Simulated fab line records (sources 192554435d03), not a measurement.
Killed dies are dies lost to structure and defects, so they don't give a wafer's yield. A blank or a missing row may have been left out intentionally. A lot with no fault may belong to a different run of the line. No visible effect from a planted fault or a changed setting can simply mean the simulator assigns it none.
Which tool did it? | flow n5_finfet | 9 lots, 25 wafers sampled, at 5 steps of a route of 1938

WHAT THE GAUGES READ, wafer by wafer
N5_BEOL_M4_RC_MEAS_101. Usual: DIBL_N 36.3 mV/V, standard deviation 1.7; DIBL_P 36.5 mV/V, standard deviation 2.1; IOFF_N 0.16 nA/um, standard deviation 0.03; IOFF_P 0.22 nA/um, standard deviation 0.035; ION_N 675 uA/um, standard deviation 11; ION_P 465 uA/um, standard deviation 7.1; SS_N 71.5 mV/dec, standard deviation 0.62; SS_P 73.3 mV/dec, standard deviation 0.64; VT_N 250 mV, standard deviation 3.1; VT_P -249.1 mV, standard deviation 3.
lot  | measured     | on        | DIBL_N (mV/V)  | DIBL_P (mV/V)  | IOFF_N (nA/um) | IOFF_P (nA/um) | ION_N (uA/um) | ION_P (uA/um) | SS_N (mV/dec)  | SS_P (mV/dec)  | VT_N (mV)   | VT_P (mV)            | flag
L135 | day 8 02:34  | prober-01 | 37.8 37.7 35.5 | 38.9 38.4 36.7 | 0.19 0.19 0.15 | 0.26 0.27 0.23 | 682 686 675   | 470 473 469   | 72.1 72.0 71.0 | 73.8 73.4 72.5 | 246 248 252 | -245.8 -246.1 -248.8 |
L138 | day 8 20:51  | prober-02 | 37.0 36.8 38.2 | 37.1 36.1 38.9 | 0.16 0.14 0.19 | 0.24 0.21 0.27 | 688 666 689   | 479 465 476   | 71.4 71.5 71.7 | 73.4 73.0 73.9 | 249 253 247 | -247.9 -248.5 -246.0 |
L140 | day 9 03:23  | prober-01 | 36.4 33.1 37.8 | 36.4 32.5 39.1 | 0.16 0.11 0.21 | 0.19 0.16 0.25 | 669 671 688   | 456 460 472   | 71.9 71.3 72.2 | 73.9 72.4 74.0 | 251 254 243 | -253.5 -256.4 -246.4 |
L142 | day 9 10:03  | prober-02 | 35.2 37.0 37.0 | 31.7 34.8 34.8 | 0.13 0.16 0.15 | 0.17 0.20 0.20 | 671 685 662   | 459 467 460   | 71.0 71.5 71.9 | 72.1 72.7 72.6 | 253 249 251 | -252.1 -252.0 -250.5 |
L144 | day 10 03:26 | prober-02 | 38.1 35.9 36.9 | 36.5 34.8 36.1 | 0.17 0.14 0.15 | 0.23 0.20 0.22 | 684 675 661   | 472 468 462   | 71.6 70.9 71.7 | 73.5 72.3 73.3 | 248 250 252 | -248.6 -249.5 -247.4 |
L146 | day 10 10:26 | prober-02 | 36.7 33.5 35.0 | 35.8 32.1 34.4 | 0.16 0.10 0.13 | 0.22 0.16 0.19 | 686 656 678   | 469 457 463   | 71.6 70.9 71.0 | 73.4 72.8 73.4 | 250 256 251 | -249.1 -253.1 -250.4 |
L155 | day 13 20:59 | prober-01 | 38.4 36.6 37.4 | 36.9 34.3 36.5 | 0.19 0.15 0.18 | 0.25 0.21 0.24 | 681 674 694   | 468 468 474   | 72.3 71.7 71.3 | 73.4 73.4 73.3 | 246 248 246 | -245.4 -246.7 -247.4 |
L152 | day 14 10:19 | prober-01 | 36.3           | 38.6           | 0.15           | 0.22           | 668           | 466           | 70.7           | 73.0           | 253         | -248.7               |
L158 | day 14 20:30 | prober-02 | 36.4 34.0 36.9 | 38.1 35.8 38.7 | 0.16 0.13 0.19 | 0.23 0.20 0.24 | 671 686 691   | 467 475 480   | 71.5 70.5 71.2 | 73.8 73.1 73.9 | 252 253 245 | -246.8 -248.7 -246.6 |

N5_BEOL_M7_OCD_MEAS_38. Usual: 93.2 nm for trench_depth_nm, sd 1.2.
lot  | measured     | on     | trench_depth_nm (nm) | flag
L135 | day 9 04:53  | ocd-02 | 94.3 93.6 93.0       |
L138 | day 9 22:49  | ocd-01 | 93.6 94.7 92.6       |
L140 | day 10 03:58 | ocd-01 | 95.5 91.0 92.1       |
L142 | day 10 09:52 | ocd-02 | 91.8 92.0 92.1       |
L144 | day 10 22:55 | ocd-01 | 94.4 93.8 93.4       |
L146 | day 11 05:59 | ocd-01 | 94.0 93.1 92.2       |
L155 | day 15 09:06 | ocd-01 | 94.2 93.4 94.7       |
L152 | day 15 19:12 | ocd-02 | 93.5                 |
L158 | day 16 01:11 | ocd-02 | 92.6 93.3 95.2       |

WHAT TOOL EACH LOT RAN ON (gives the tool, then ch and the chambers of the sampled wafers, and finally the start)
lot  | N5_BEOL_M7_DESCUM_33               | N5_BEOL_M7_VIA_ETCH_34             | N5_BEOL_M7_ETCH_41
L135 | rie_diel-02 ch 0,1,2, day 9 04:27  | rie_diel-02 ch 0,1,2, day 9 04:38  | rie_diel-02 ch 0,1,2, day 9 04:53 or earlier
L138 | rie_diel-04 ch 1,3, day 9 22:23    | rie_diel-04 ch 1,3, day 9 22:34    | rie_diel-04 ch 1,3, day 9 22:49 or earlier
L140 | rie_diel-03 ch 1,2,3, day 10 03:31 | rie_diel-03 ch 1,2,3, day 10 03:42 | rie_diel-03 ch 1,2,3, day 10 03:58 or earlier
L142 | rie_diel-03 ch 2,3, day 10 09:26   | rie_diel-03 ch 2,3, day 10 09:37   | rie_diel-03 ch 2,3, day 10 09:52 or earlier
L144 | rie_diel-02 ch 0,1, day 10 22:29   | rie_diel-02 ch 0,1, day 10 22:40   | rie_diel-02 ch 0,1, day 10 22:55 or earlier
L146 | rie_diel-04 ch 0,1,3, day 11 05:33 | rie_diel-04 ch 0,1,3, day 11 05:44 | rie_diel-04 ch 0,1,3, day 11 05:59 or earlier
L155 | rie_diel-04 ch 1,2,3, day 15 08:40 | rie_diel-04 ch 1,2,3, day 15 08:51 | rie_diel-04 ch 1,2,3, day 15 09:06 or earlier
L152 | rie_diel-04 ch 3, day 15 18:47     | rie_diel-04 ch 3, day 15 18:58     | rie_diel-04 ch 3, day 15 19:12 or earlier
L158 | rie_diel-02 ch 0,1,2, day 16 00:45 | rie_diel-02 ch 0,1,2, day 16 00:56 | rie_diel-02 ch 0,1,2, day 16 01:11 or earlier
- N5_BEOL_M7_DESCUM_33: chemistry O2, time 7 s.
- N5_BEOL_M7_VIA_ETCH_34: etches SiCOH lowk in C4F6/O2, target depth 125.5 nm, time 50.5 s.
- N5_BEOL_M7_ETCH_41: etches SiCN in CH3F/O2, target depth 31.9 nm, time 57.8 s.

WHAT THE TOOLS THEMSELVES READ (means of the sampled wafers that have a number; where no wafer has one, the mark that the record gives instead)
N5_BEOL_M7_DESCUM_33. Usual: chamber_pressure_mTorr 19.999 mTorr, standard deviation 0.027; drypump_motor_current_A 5.8 A, standard deviation 0.38; oes_product_au 0.79 a.u., standard deviation 0.093; rf_vpp_V 242.9 V, standard deviation 1.3; showerhead_plenum_p_Torr 2.08 Torr, standard deviation 0.06; throttle_valve_pct 20.44 %, standard deviation 0.18.
lot  | tool        | chamber_pressure_mTorr (mTorr) | drypump_motor_current_A (A) | oes_product_au (a.u.) | rf_vpp_V (V) | showerhead_plenum_p_Torr (Torr) | throttle_valve_pct (%) | flag
L135 | rie_diel-02 | 19.987                         | 6.3                         | 0.76                  | 242.4        | 2.10                            | 20.36                  |
L138 | rie_diel-04 | 19.986                         | 5.9                         | 0.86                  | 242.4        | 2.05                            | 20.41                  |
L140 | rie_diel-03 | 19.986                         | 5.5                         | 0.85                  | 244.0        | 2.11                            | 20.47                  |
L142 | rie_diel-03 | 20.013                         | 5.7                         | 0.76                  | 242.4        | 2.09                            | 20.62                  |
L144 | rie_diel-02 | 19.999                         | 6.3                         | 0.71                  | 243.4        | 2.07                            | 20.38                  |
L146 | rie_diel-04 | 20.011                         | 5.7                         | 0.78                  | 242.5        | 2.05                            | 20.47                  |
L155 | rie_diel-04 | 20.002                         | 5.8                         | 0.85                  | 242.2        | 2.04                            | 20.34                  |
L152 | rie_diel-04 | 20.026                         | 6.1                         | 0.84                  | 240.8        | 2.04                            | 20.39                  |
L158 | rie_diel-02 | 20.010                         | 6.3                         | 0.73                  | 242.9        | 2.09                            | 20.43                  |

N5_BEOL_M7_VIA_ETCH_34. Usual: chamber_pressure_mTorr 30.000 mTorr, standard deviation 0.026; drypump_motor_current_A 5.8 A, standard deviation 0.38; oes_product_au 0.79 a.u., standard deviation 0.09; rf_fwd_power_W 341.5 W, standard deviation 1.4; rf_vpp_V 661 V, standard deviation 9.7; showerhead_plenum_p_Torr 2.82 Torr, standard deviation 0.072; throttle_valve_pct 20.85 %, standard deviation 0.21.
lot  | tool        | chamber_pressure_mTorr (mTorr) | drypump_motor_current_A (A) | oes_product_au (a.u.) | rf_fwd_power_W (W) | rf_vpp_V (V) | showerhead_plenum_p_Torr (Torr) | throttle_valve_pct (%) | flag
L135 | rie_diel-02 | 30.008                         | 6.4                         | 0.76                  | 340.9              | 667          | 2.84                            | 20.69                  |
L138 | rie_diel-04 | 29.983                         | 5.9                         | 0.85                  | 341.8              | 648          | 2.77                            | 20.81                  |
L140 | rie_diel-03 | 30.004                         | 5.5                         | 0.84                  | 341.7              | 663          | 2.88                            | 20.99                  |
L142 | rie_diel-03 | 30.010                         | 5.7                         | 0.76                  | 341.7              | 670          | 2.85                            | 21.15                  |
L144 | rie_diel-02 | 29.990                         | 6.4                         | 0.71                  | 339.9              | 667          | 2.81                            | 20.77                  |
L146 | rie_diel-04 | 29.999                         | 5.7                         | 0.78                  | 341.2              | 651          | 2.78                            | 20.87                  |
L155 | rie_diel-04 | 30.026                         | 5.8                         | 0.84                  | 342.7              | 657          | 2.77                            | 20.76                  |
L152 | rie_diel-04 | 29.982                         | 6.0                         | 0.78                  | 259.3              | 750          | 2.77                            | 20.77                  | OFF
L158 | rie_diel-02 | 29.991                         | 6.3                         | 0.73                  | 340.2              | 665          | 2.82                            | 20.76                  |

N5_BEOL_M7_ETCH_41. Usual: chamber_pressure_mTorr 29.997 mTorr, standard deviation 0.027; drypump_motor_current_A 5.8 A, standard deviation 0.38; oes_product_au 0.79 a.u., standard deviation 0.09; rf_fwd_power_W 391.4 W, standard deviation 1.5; rf_vpp_V 297.0 V, standard deviation 1.4; showerhead_plenum_p_Torr 1.98 Torr, standard deviation 0.054; throttle_valve_pct 16.30 %, standard deviation 0.22.
lot  | tool        | chamber_pressure_mTorr (mTorr) | drypump_motor_current_A (A) | oes_product_au (a.u.) | rf_fwd_power_W (W) | rf_vpp_V (V) | showerhead_plenum_p_Torr (Torr) | throttle_valve_pct (%) | flag
L135 | rie_diel-02 | 29.997                         | 6.3                         | 0.76                  | 391.0              | 297.3        | 2.00                            | 16.18                  |
L138 | rie_diel-04 | 29.965                         | 5.9                         | 0.85                  | 392.3              | 296.3        | 1.94                            | 16.21                  |
L140 | rie_diel-03 | 29.990                         | 5.5                         | 0.85                  | 391.4              | 297.9        | 2.02                            | 16.39                  |
L142 | rie_diel-03 | 29.996                         | 5.6                         | 0.77                  | 391.2              | 297.6        | 2.00                            | 16.54                  |
L144 | rie_diel-02 | 29.993                         | 6.3                         | 0.70                  | 390.2              | 297.3        | 1.98                            | 16.28                  |
L146 | rie_diel-04 | 29.988                         | 5.7                         | 0.79                  | 390.9              | 295.8        | 1.95                            | 16.30                  |
L155 | rie_diel-04 | 29.977                         | 5.8                         | 0.84                  | 392.2              | 296.1        | 1.94                            | 16.15                  |
L152 | rie_diel-04 | 29.951                         | 6.0                         | 0.82                  | 391.8              | 295.5        | 1.94                            | 16.19                  |
L158 | rie_diel-02 | 30.006                         | 6.4                         | 0.73                  | 391.1              | 297.2        | 1.98                            | 16.26                  |

THE ANSWER, worked out from the rows above alone
Rule: take the mean of a lot's wafers that have a number; if it is more than 3 standard deviations from the usual mean, the lot is off. Also off: a lot with no number at a reading for which 4 or more lots have one. The other lots that the step has rows for count as sound. First the gauges in route order, then the tools' own readings, where a lot's mean is used as printed above. At the first step where some lot is off, the reading lying furthest off is the one used; lots without a number count as furthest.
Off at N5_BEOL_M7_VIA_ETCH_34 (rf_fwd_power_W): L152.
If a tool, at that step or one of the process steps before it, ran each lot that is off and ran no sound lot following the first of them, it fits. One fits: rie_diel-04 at N5_BEOL_M7_DESCUM_33 and N5_BEOL_M7_VIA_ETCH_34. At N5_BEOL_M7_DESCUM_33 its last sound lot is L155 (day 15 08:40), its first lot that is off L152 (day 15 18:47): a fault that began between those two fits.

WHAT WAS PUT IN BY THE SIMULATOR
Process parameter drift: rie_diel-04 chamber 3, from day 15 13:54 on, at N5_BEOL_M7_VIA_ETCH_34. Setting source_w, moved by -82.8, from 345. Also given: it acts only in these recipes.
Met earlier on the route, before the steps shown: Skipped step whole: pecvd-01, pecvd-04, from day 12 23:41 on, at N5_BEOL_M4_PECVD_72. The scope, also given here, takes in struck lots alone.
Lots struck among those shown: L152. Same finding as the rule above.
